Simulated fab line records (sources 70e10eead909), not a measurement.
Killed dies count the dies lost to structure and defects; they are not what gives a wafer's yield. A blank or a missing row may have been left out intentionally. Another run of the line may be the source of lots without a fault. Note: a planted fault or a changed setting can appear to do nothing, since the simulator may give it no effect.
Struck lot and sound lot, side by side + flow nand harc + 14 steps out of a route of 1302
Sound: wafers L921.2, L921.3, L921.5. Struck: wafer L930.6 (L930.3, L930.4, from the same lot, were not struck and are left out); the cause is given at the end.
Order at every step that has rows: each side's tool, ch and its chambers, its first start. Under that, the readings that differ: sound wafers + struck wafers + difference of the means + sigmas: that difference in standard deviations of wafers without a fault.
alike: readings with means less than 2 such deviations apart, plus words and numbers identical on both sides. not compared: withheld readings, readings lacking a value on some wafer, bounds such as >300 that could conceal the same value, and numbers that have no deviation in the record and whose values overlap.
Wherever a step has rows on one side only, a row that says differs or no value, or a row with sigmas, the two part there. When numbers do not overlap yet have no deviation, they are printed without sigmas and do not part them. A reading missing from all wafers of one side parts the sides only when that side holds two or more wafers.

first, 4 steps without rows for these wafers: NHARC_A_STAIRCASE_EXPOSE_06 (exposes mask STAIR); NHARC_A_STAIRCASE_PEB_07 (peb time 130 s); NHARC_A_STAIRCASE_DEVELOP_08 (time 140 s); NHARC_A_STAIRCASE_HARDBAKE_10 (time 140 s).
NHARC_A_STAIRCASE_DESCUM_11: chemistry O2, time 3 s.
  sound on rie diel-02 ch 0,1,2, day 16 12:20; struck on rie diel-02 ch 0, day 21 01:53
| reading                         | sound             | struck | difference | sigmas |
|---------------------------------|-------------------|--------|------------|--------|
| oes product au (a.u.)           | 1.013 1.013 1.011 | 0.994  | -0.018     | -2     |
| showerhead plenum p Torr (Torr) | 1.84 1.76 1.80    | 2.07   | +0.27      | +3     |
  alike: drypump motor current A, o2 flow sccm, rf vpp V, throttle valve pct
  not compared: rf hours counter h
then, 3 steps without rows for these wafers: NHARC_A_STAIRCASE_TRIM_12 (chemistry O2, time 211.2 s); NHARC_A_STAIRCASE_ETCH_13 (etches the open film in C4F8/O2, target depth 100 nm, time 40.5 s); NHARC_A_STAIRCASE_TRIM_14 (chemistry O2, time 211.2 s).
NHARC_A_STAIRCASE_ETCH_15: etches the open film in C4F8/O2, target depth 100 nm, time 40.5 s.
  sound: rie diel-02 ch 1,2,3; struck: rie diel-02 ch 0
| reading      | sound       | struck | difference | sigmas |
|--------------|-------------|--------|------------|--------|
| rf vpp V (V) | 893 895 889 | 904    | +12        | +2     |
  alike: oes product au
  not compared: rf hours counter h
NHARC_A_STAIRCASE_TRIM_16: chemistry O2, time 211.2 s.
  sound: rie diel-02 ch 1,2; struck: rie diel-02 ch 2
  alike: drypump motor current A, o2 flow sccm, oes product au, rf vpp V, run length s, showerhead plenum p Torr, throttle valve pct
  not compared: rf hours counter h
NHARC_A_STAIRCASE_ETCH_17: etches the open film in C4F8/O2, target depth 100 nm, time 40.5 s.
  sound: rie diel-02 ch 0,2; struck: rie diel-02 ch 3
  alike: oes product au, rf vpp V
  not compared: rf hours counter h
NHARC_A_STAIRCASE_TRIM_18: chemistry O2, time 211.2 s.
  sound on rie diel-02 ch 0,2, day 16 13:32; struck on rie diel-02 ch 0, day 21 03:48
| reading                         | sound             | struck | difference | sigmas      |
|---------------------------------|-------------------|--------|------------|-------------|
| run length s (s)                | 233.1 232.7 233.0 | 171.0  | -61.9      | -99 or more |
| showerhead plenum p Torr (Torr) | 3.34 3.27 3.27    | 3.79   | +0.50      | +3          |
  alike: drypump motor current A, o2 flow sccm, oes product au, rf vpp V, throttle valve pct
  not compared: rf hours counter h
NHARC_A_STAIRCASE_ETCH_19: etches the open film in C4F8/O2, target depth 100 nm, time 40.5 s.
  sound: rie diel-02 ch 0,2; struck: rie diel-02 ch 2
| reading               | sound             | struck | difference | sigmas |
|-----------------------|-------------------|--------|------------|--------|
| oes product au (a.u.) | 0.950 0.940 0.937 | 0.917  | -0.025     | -2     |
  alike: rf vpp V
  not compared: rf hours counter h
-- break in the record here, with 9 days between the starts of the struck wafers on either side (left off in module A_STAIRCASE, picked up again in module END, where the first step shown is number 1302 on the route) --
NHARC_END_SORT_01:
  only the struck wafers appear in the record here, on prober-01 ch 0 at day 29 23:31; the sound ones have no rows

WHERE THEY PART
At NHARC_A_STAIRCASE_DESCUM_11 first; at NHARC_END_SORT_01 last (within this record only).

WHY: what the simulator had put in
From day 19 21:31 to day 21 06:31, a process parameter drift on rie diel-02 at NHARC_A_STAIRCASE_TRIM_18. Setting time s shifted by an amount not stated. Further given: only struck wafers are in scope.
